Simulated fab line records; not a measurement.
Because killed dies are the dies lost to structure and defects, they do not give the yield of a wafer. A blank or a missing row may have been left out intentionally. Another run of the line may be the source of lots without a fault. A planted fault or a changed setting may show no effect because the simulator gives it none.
What tool caused it? || flow nand-harc || 11 lots with 33 wafers sampled at 7 steps, on a route of 1159 steps

WHAT THE GAUGES READ, wafer by wafer
NHARC_P_GATE_CD_MEAS_91: target cd 2000 nm. Usual: cd-nm at 2000.9 nm, with a standard deviation of 2.3.
{"lot": "L497", "measured": "day 5 09:18", "on": "cd-sem-01", "cd-nm (nm)": "2003.2 2003.2 2004.9", "flag": ""}
{"lot": "L498", "measured": "day 5 20:05", "on": "cd-sem-01", "cd-nm (nm)": "2005.5 2000.5 2001.9", "flag": ""}
{"lot": "L499", "measured": "day 5 22:04", "on": "cd-sem-01", "cd-nm (nm)": "1996.6 1998.2 1998.9", "flag": ""}
{"lot": "L505", "measured": "day 7 06:58", "on": "cd-sem-01", "cd-nm (nm)": "1998.9 2001.4 2002.2", "flag": ""}
{"lot": "L506", "measured": "day 7 20:34", "on": "cd-sem-03", "cd-nm (nm)": "2001.6 2001.1 1999.5", "flag": ""}
{"lot": "L508", "measured": "day 8 04:43", "on": "cd-sem-02", "cd-nm (nm)": "2000.8 2002.1 2000.7", "flag": ""}
{"lot": "L507", "measured": "day 8 05:24", "on": "cd-sem-02", "cd-nm (nm)": "1999.5 1999.5 1999.9", "flag": ""}
{"lot": "L516", "measured": "day 10 02:56", "on": "cd-sem-03", "cd-nm (nm)": "2003.2 2004.5 2005.4", "flag": ""}
{"lot": "L518", "measured": "day 10 18:37", "on": "cd-sem-02", "cd-nm (nm)": "2002.1 1999.6 2001.7", "flag": ""}
{"lot": "L519", "measured": "day 11 00:23", "on": "cd-sem-02", "cd-nm (nm)": "1999.1 1998.2 1997.8", "flag": ""}
{"lot": "L520", "measured": "day 11 06:24", "on": "cd-sem-01", "cd-nm (nm)": "1999.1 1999.0 1999.5", "flag": ""}

NHARC_P_CONTACT_CD_MEAS_12: target cd 90 nm. Usual: cd-nm at 89.9 nm, with a standard deviation of 0.57.
{"lot": "L497", "measured": "day 5 14:16", "on": "cd-sem-01", "cd-nm (nm)": "90.1 89.3 89.7", "flag": ""}
{"lot": "L498", "measured": "day 6 00:45", "on": "cd-sem-03", "cd-nm (nm)": "90.7 90.4 90.9", "flag": ""}
{"lot": "L499", "measured": "day 6 02:57", "on": "cd-sem-02", "cd-nm (nm)": "90.9 90.8 89.7", "flag": ""}
{"lot": "L505", "measured": "day 7 11:32", "on": "cd-sem-01", "cd-nm (nm)": "89.7 89.7 90.1", "flag": ""}
{"lot": "L506", "measured": "day 8 01:28", "on": "cd-sem-03", "cd-nm (nm)": "93.7 94.7 93.1 93.6 95.2 93.4", "flag": "OFF"}
{"lot": "L508", "measured": "day 8 09:23", "on": "cd-sem-03", "cd-nm (nm)": "89.0 89.6 89.7", "flag": ""}
{"lot": "L507", "measured": "day 8 10:11", "on": "cd-sem-01", "cd-nm (nm)": "95.0 94.6 94.2 94.9 94.5 94.4", "flag": "OFF"}
{"lot": "L516", "measured": "day 10 07:47", "on": "cd-sem-01", "cd-nm (nm)": "90.5 89.9 90.5", "flag": ""}
{"lot": "L518", "measured": "day 10 23:22", "on": "cd-sem-02", "cd-nm (nm)": "89.8 89.3 89.6", "flag": ""}
{"lot": "L519", "measured": "day 11 05:12", "on": "cd-sem-01", "cd-nm (nm)": "89.5 90.3 89.3", "flag": ""}
{"lot": "L520", "measured": "day 11 11:05", "on": "cd-sem-02", "cd-nm (nm)": "89.4 89.6 90.4", "flag": ""}

NHARC_P_CONTACT_CD_MEAS_19. Usual: cd-nm at 89.9 nm, with a standard deviation of 1.5.
{"lot": "L497", "measured": "day 5 15:19", "on": "cd-sem-02", "cd-nm (nm)": "92.6 88.2 86.9", "flag": ""}
{"lot": "L498", "measured": "day 6 02:03", "on": "cd-sem-01", "cd-nm (nm)": "92.2 91.8 92.9", "flag": ""}
{"lot": "L499", "measured": "day 6 04:07", "on": "cd-sem-02", "cd-nm (nm)": "90.4 91.8 89.7", "flag": ""}
{"lot": "L505", "measured": "day 7 12:35", "on": "cd-sem-02", "cd-nm (nm)": "88.2 88.5 89.3", "flag": ""}
{"lot": "L506", "measured": "day 8 07:27", "on": "cd-sem-03", "cd-nm (nm)": "94.7 96.7 96.1 94.9 97.1 95.9", "flag": "OFF"}
{"lot": "L508", "measured": "day 8 10:26", "on": "cd-sem-03", "cd-nm (nm)": "90.9 89.6 90.4", "flag": ""}
{"lot": "L507", "measured": "day 8 15:19", "on": "cd-sem-01", "cd-nm (nm)": "93.0 95.1 92.7", "flag": ""}
{"lot": "L516", "measured": "day 10 08:53", "on": "cd-sem-01", "cd-nm (nm)": "89.1 88.1 88.1", "flag": ""}
{"lot": "L518", "measured": "day 11 01:47", "on": "cd-sem-03", "cd-nm (nm)": "90.2 89.0 89.0", "flag": ""}
{"lot": "L519", "measured": "day 11 06:15", "on": "cd-sem-03", "cd-nm (nm)": "89.6 90.7 88.2", "flag": ""}
{"lot": "L520", "measured": "day 11 12:22", "on": "cd-sem-02", "cd-nm (nm)": "90.0 89.7 90.5", "flag": ""}

NHARC_END_SORT_01. Usual: killed-at-array 21, standard deviation 8.9; killed-at-other 0.8, standard deviation 1.3; killed-at-periphery 3.6, standard deviation 2.4; killed-dies 26, standard deviation 8.9; killed-open 3.1, standard deviation 1.8; killed-short 1.9, standard deviation 1.3.
{"lot": "L507", "measured": "day 24 07:37", "on": "prober-02", "killed-at-array": "30 33 23", "killed-at-other": "2 1 2", "killed-at-periphery": "3 4 4", "killed-dies": "35 38 29", "killed-open": "1 2 1", "killed-short": "3 2 2", "flag": ""}

WHICH TOOL RAN EACH LOT (tool, then ch and the chambers of the sampled wafers, then the start)
{"lot": "L497", "NHARC_P_CONTACT_DEP_00": "pecvd-04 ch 1,2, day 5 14:11 or earlier", "NHARC_P_CONTACT_PEB_10": "litho-track-06 ch 0, day 5 14:11", "NHARC_P_CONTACT_ETCH_31": "rie-diel-04 ch 1,3, day 5 15:19 or earlier"}
{"lot": "L498", "NHARC_P_CONTACT_DEP_00": "pecvd-04 ch 0,1,2, day 6 00:40 or earlier", "NHARC_P_CONTACT_PEB_10": "litho-track-01 ch 0, day 6 00:40", "NHARC_P_CONTACT_ETCH_31": "rie-diel-13 ch 1,3, day 6 02:03 or earlier"}
{"lot": "L499", "NHARC_P_CONTACT_DEP_00": "pecvd-02 ch 0,1,2, day 6 02:52 or earlier", "NHARC_P_CONTACT_PEB_10": "litho-track-01 ch 0, day 6 02:52", "NHARC_P_CONTACT_ETCH_31": "rie-diel-08 ch 1,2,3, day 6 04:07 or earlier"}
{"lot": "L505", "NHARC_P_CONTACT_DEP_00": "pecvd-04 ch 0,2, day 7 11:27 or earlier", "NHARC_P_CONTACT_PEB_10": "litho-track-01 ch 0, day 7 11:27", "NHARC_P_CONTACT_ETCH_31": "rie-diel-04 ch 1,2,3, day 7 12:35 or earlier"}
{"lot": "L506", "NHARC_P_CONTACT_DEP_00": "pecvd-03 ch 0,1,2, day 8 01:23 or earlier", "NHARC_P_CONTACT_PEB_10": "litho-track-01 ch 0, day 8 01:23", "NHARC_P_CONTACT_ETCH_31": "rie-diel-08 ch 1,2,3, day 8 07:27 or earlier"}
{"lot": "L508", "NHARC_P_CONTACT_DEP_00": "pecvd-03 ch 0,2, day 8 09:18 or earlier", "NHARC_P_CONTACT_PEB_10": "litho-track-04 ch 0, day 8 09:18", "NHARC_P_CONTACT_ETCH_31": "rie-diel-08 ch 0,2,3, day 8 10:26 or earlier"}
{"lot": "L507", "NHARC_P_CONTACT_DEP_00": "pecvd-02 ch 0,1, day 8 10:06 or earlier", "NHARC_P_CONTACT_PEB_10": "litho-track-01 ch 0, day 8 10:06", "NHARC_P_CONTACT_ETCH_31": "rie-diel-04 ch 2,3, day 8 15:19 or earlier"}
{"lot": "L516", "NHARC_P_CONTACT_DEP_00": "pecvd-02 ch 1,2, day 10 07:43 or earlier", "NHARC_P_CONTACT_PEB_10": "litho-track-06 ch 0, day 10 07:43", "NHARC_P_CONTACT_ETCH_31": "rie-diel-13 ch 0,2, day 10 08:53 or earlier"}
{"lot": "L518", "NHARC_P_CONTACT_DEP_00": "pecvd-03 ch 0,1,2, day 10 23:17 or earlier", "NHARC_P_CONTACT_PEB_10": "litho-track-04 ch 0, day 10 23:17", "NHARC_P_CONTACT_ETCH_31": "rie-diel-13 ch 0,1,3, day 11 01:47 or earlier"}
{"lot": "L519", "NHARC_P_CONTACT_DEP_00": "pecvd-03 ch 1,2, day 11 05:07 or earlier", "NHARC_P_CONTACT_PEB_10": "litho-track-04 ch 0, day 11 05:07", "NHARC_P_CONTACT_ETCH_31": "rie-diel-04 ch 2,3, day 11 06:15 or earlier"}
{"lot": "L520", "NHARC_P_CONTACT_DEP_00": "pecvd-04 ch 0,2, day 11 11:01 or earlier", "NHARC_P_CONTACT_PEB_10": "litho-track-01 ch 0, day 11 11:01", "NHARC_P_CONTACT_ETCH_31": "rie-diel-04 ch 0,3, day 11 12:22 or earlier"}
- NHARC_P_CONTACT_DEP_00: deposits SiO2, target thk 500 nm.
- NHARC_P_CONTACT_PEB_10: peb time 65 s.
- NHARC_P_CONTACT_ETCH_31: etches the open film in CH3F/O2, target depth 30 nm, time 85.7 s.

WHAT THE TOOLS THEMSELVES READ (means of the sampled wafers that have a number; where no wafer has one, the mark that the record gives instead)
NHARC_P_CONTACT_DEP_00. Usual: heater-power-outer-w 343 W, standard deviation 120; heater-power-w 591 W, standard deviation 130; showerhead-vpp-V 1816 V, standard deviation 90; throttle-valve-pct 15.7 %, standard deviation 0.57.
{"lot": "L497", "tool": "pecvd-04", "heater-power-outer-w (W)": 398, "heater-power-w (W)": 660, "showerhead-vpp-V (V)": 1892, "throttle-valve-pct (%)": 15.7, "flag": ""}
{"lot": "L498", "tool": "pecvd-04", "heater-power-outer-w (W)": 359, "heater-power-w (W)": 629, "showerhead-vpp-V (V)": 1854, "throttle-valve-pct (%)": 15.9, "flag": ""}
{"lot": "L499", "tool": "pecvd-02", "heater-power-outer-w (W)": 281, "heater-power-w (W)": 495, "showerhead-vpp-V (V)": 1865, "throttle-valve-pct (%)": 15.7, "flag": ""}
{"lot": "L505", "tool": "pecvd-04", "heater-power-outer-w (W)": 348, "heater-power-w (W)": 614, "showerhead-vpp-V (V)": 1811, "throttle-valve-pct (%)": 16.3, "flag": ""}
{"lot": "L506", "tool": "pecvd-03", "heater-power-outer-w (W)": 379, "heater-power-w (W)": 616, "showerhead-vpp-V (V)": 1761, "throttle-valve-pct (%)": 15.7, "flag": ""}
{"lot": "L508", "tool": "pecvd-03", "heater-power-outer-w (W)": 386, "heater-power-w (W)": 631, "showerhead-vpp-V (V)": 1796, "throttle-valve-pct (%)": 15.1, "flag": ""}
{"lot": "L507", "tool": "pecvd-02", "heater-power-outer-w (W)": 352, "heater-power-w (W)": 590, "showerhead-vpp-V (V)": 1912, "throttle-valve-pct (%)": 15.3, "flag": ""}
{"lot": "L516", "tool": "pecvd-02", "heater-power-outer-w (W)": 216, "heater-power-w (W)": 411, "showerhead-vpp-V (V)": 1805, "throttle-valve-pct (%)": 15.7, "flag": ""}
{"lot": "L518", "tool": "pecvd-03", "heater-power-outer-w (W)": 385, "heater-power-w (W)": 645, "showerhead-vpp-V (V)": 1737, "throttle-valve-pct (%)": 15.5, "flag": ""}
{"lot": "L519", "tool": "pecvd-03", "heater-power-outer-w (W)": 390, "heater-power-w (W)": 655, "showerhead-vpp-V (V)": 1733, "throttle-valve-pct (%)": 15.9, "flag": ""}
{"lot": "L520", "tool": "pecvd-04", "heater-power-outer-w (W)": 380, "heater-power-w (W)": 619, "showerhead-vpp-V (V)": 1836, "throttle-valve-pct (%)": 15.7, "flag": ""}

NHARC_P_CONTACT_PEB_10. Usual: chill-plate-temp-C 23.02 C, standard deviation 0.11; heater-power-total-W 156.6 W, standard deviation 0.41; plate-temp-C 99.99 C, standard deviation 0.12; resist-line-temp-C 23.00 C, standard deviation 0.11.
{"lot": "L497", "tool": "litho-track-06", "chill-plate-temp-C (C)": 22.91, "heater-power-total-W (W)": 156.5, "plate-temp-C (C)": 100.00, "resist-line-temp-C (C)": 22.92, "flag": ""}
{"lot": "L498", "tool": "litho-track-01", "chill-plate-temp-C (C)": 23.20, "heater-power-total-W (W)": 156.7, "plate-temp-C (C)": 100.01, "resist-line-temp-C (C)": 22.96, "flag": ""}
{"lot": "L499", "tool": "litho-track-01", "chill-plate-temp-C (C)": 22.85, "heater-power-total-W (W)": 156.8, "plate-temp-C (C)": 99.89, "resist-line-temp-C (C)": 23.10, "flag": ""}
{"lot": "L505", "tool": "litho-track-01", "chill-plate-temp-C (C)": 23.16, "heater-power-total-W (W)": 156.8, "plate-temp-C (C)": 100.09, "resist-line-temp-C (C)": 23.07, "flag": ""}
{"lot": "L506", "tool": "litho-track-01", "chill-plate-temp-C (C)": 23.03, "heater-power-total-W (W)": 159.2, "plate-temp-C (C)": 101.13, "resist-line-temp-C (C)": 23.13, "flag": "OFF"}
{"lot": "L508", "tool": "litho-track-04", "chill-plate-temp-C (C)": 23.00, "heater-power-total-W (W)": 156.5, "plate-temp-C (C)": 99.85, "resist-line-temp-C (C)": 22.92, "flag": ""}
{"lot": "L507", "tool": "litho-track-01", "chill-plate-temp-C (C)": 22.99, "heater-power-total-W (W)": 159.3, "plate-temp-C (C)": 101.25, "resist-line-temp-C (C)": 22.94, "flag": "OFF"}
{"lot": "L516", "tool": "litho-track-06", "chill-plate-temp-C (C)": 22.96, "heater-power-total-W (W)": 156.5, "plate-temp-C (C)": 100.08, "resist-line-temp-C (C)": 22.89, "flag": ""}
{"lot": "L518", "tool": "litho-track-04", "chill-plate-temp-C (C)": 23.16, "heater-power-total-W (W)": 156.9, "plate-temp-C (C)": 99.88, "resist-line-temp-C (C)": 22.87, "flag": ""}
{"lot": "L519", "tool": "litho-track-04", "chill-plate-temp-C (C)": 23.06, "heater-power-total-W (W)": 156.4, "plate-temp-C (C)": 100.07, "resist-line-temp-C (C)": 22.96, "flag": ""}
{"lot": "L520", "tool": "litho-track-01", "chill-plate-temp-C (C)": 22.87, "heater-power-total-W (W)": 156.7, "plate-temp-C (C)": 100.02, "resist-line-temp-C (C)": 23.03, "flag": ""}

NHARC_P_CONTACT_ETCH_31. Usual: drypump-motor-current-A 5.9 A, standard deviation 0.44; oes-product-au 0.981 a.u., standard deviation 0.013; rf-vpp-V 243.7 V, standard deviation 1.7; showerhead-plenum-p-Torr 2.42 Torr, standard deviation 0.11; throttle-valve-pct 20.663 %, standard deviation 0.0086.
{"lot": "L497", "tool": "rie-diel-04", "drypump-motor-current-A (A)": 6.0, "oes-product-au (a.u.)": 0.977, "rf-vpp-V (V)": 243.1, "showerhead-plenum-p-Torr (Torr)": 2.34, "throttle-valve-pct (%)": 20.662, "flag": ""}
{"lot": "L498", "tool": "rie-diel-13", "drypump-motor-current-A (A)": 5.5, "oes-product-au (a.u.)": 0.996, "rf-vpp-V (V)": 244.2, "showerhead-plenum-p-Torr (Torr)": 2.44, "throttle-valve-pct (%)": 20.667, "flag": ""}
{"lot": "L499", "tool": "rie-diel-08", "drypump-motor-current-A (A)": 6.2, "oes-product-au (a.u.)": 0.986, "rf-vpp-V (V)": 243.1, "showerhead-plenum-p-Torr (Torr)": 2.42, "throttle-valve-pct (%)": 20.665, "flag": ""}
{"lot": "L505", "tool": "rie-diel-04", "drypump-motor-current-A (A)": 5.7, "oes-product-au (a.u.)": 0.989, "rf-vpp-V (V)": 243.1, "showerhead-plenum-p-Torr (Torr)": 2.34, "throttle-valve-pct (%)": 20.672, "flag": ""}
{"lot": "L506", "tool": "rie-diel-08", "drypump-motor-current-A (A)": 6.2, "oes-product-au (a.u.)": 0.976, "rf-vpp-V (V)": 244.0, "showerhead-plenum-p-Torr (Torr)": 2.41, "throttle-valve-pct (%)": 20.659, "flag": ""}
{"lot": "L508", "tool": "rie-diel-08", "drypump-motor-current-A (A)": 5.9, "oes-product-au (a.u.)": 0.977, "rf-vpp-V (V)": 244.0, "showerhead-plenum-p-Torr (Torr)": 2.46, "throttle-valve-pct (%)": 20.665, "flag": ""}
{"lot": "L507", "tool": "rie-diel-04", "drypump-motor-current-A (A)": 5.9, "oes-product-au (a.u.)": 0.981, "rf-vpp-V (V)": 241.6, "showerhead-plenum-p-Torr (Torr)": 2.30, "throttle-valve-pct (%)": 20.655, "flag": ""}
{"lot": "L516", "tool": "rie-diel-13", "drypump-motor-current-A (A)": 5.4, "oes-product-au (a.u.)": 0.982, "rf-vpp-V (V)": 244.2, "showerhead-plenum-p-Torr (Torr)": 2.47, "throttle-valve-pct (%)": 20.663, "flag": ""}
{"lot": "L518", "tool": "rie-diel-13", "drypump-motor-current-A (A)": 5.5, "oes-product-au (a.u.)": 0.993, "rf-vpp-V (V)": 243.8, "showerhead-plenum-p-Torr (Torr)": 2.44, "throttle-valve-pct (%)": 20.657, "flag": ""}
{"lot": "L519", "tool": "rie-diel-04", "drypump-motor-current-A (A)": 6.2, "oes-product-au (a.u.)": 0.959, "rf-vpp-V (V)": 241.9, "showerhead-plenum-p-Torr (Torr)": 2.30, "throttle-valve-pct (%)": 20.667, "flag": ""}
{"lot": "L520", "tool": "rie-diel-04", "drypump-motor-current-A (A)": 6.1, "oes-product-au (a.u.)": 0.980, "rf-vpp-V (V)": 244.1, "showerhead-plenum-p-Torr (Torr)": 2.50, "throttle-valve-pct (%)": 20.664, "flag": ""}

THE ANSWER, worked out from the rows above alone
Rule: a lot is off if the mean of its wafers that have a number lies more than 3 standard deviations from the usual mean. Also off: a lot with no number at a reading for which 4 or more lots have one. The other lots that the step has rows for count as sound. Order of review: gauges by route order, followed by the tools' own readings, for which a lot's mean as printed above is used. At the first step where some lot is off, the reading lying furthest off is the one used; lots without a number count as furthest.
Off at NHARC_P_CONTACT_CD_MEAS_12 (cd-nm): L506, L507.
A tool fits if, at a process step before that reading, it ran every lot that is off, and no sound lot after the first of them. Not tried: the gauges at NHARC_P_CONTACT_CD_MEAS_12; whatever is off there is also off at NHARC_P_CONTACT_PEB_10, on other tools, and gauge error can't account for it. Because NHARC_P_CONTACT_DEP_00 lacks a start for some lots, the hours and order of its lots are taken from NHARC_P_CONTACT_PEB_10. No candidate that was tried fits.

WHAT WAS PUT IN BY THE SIMULATOR
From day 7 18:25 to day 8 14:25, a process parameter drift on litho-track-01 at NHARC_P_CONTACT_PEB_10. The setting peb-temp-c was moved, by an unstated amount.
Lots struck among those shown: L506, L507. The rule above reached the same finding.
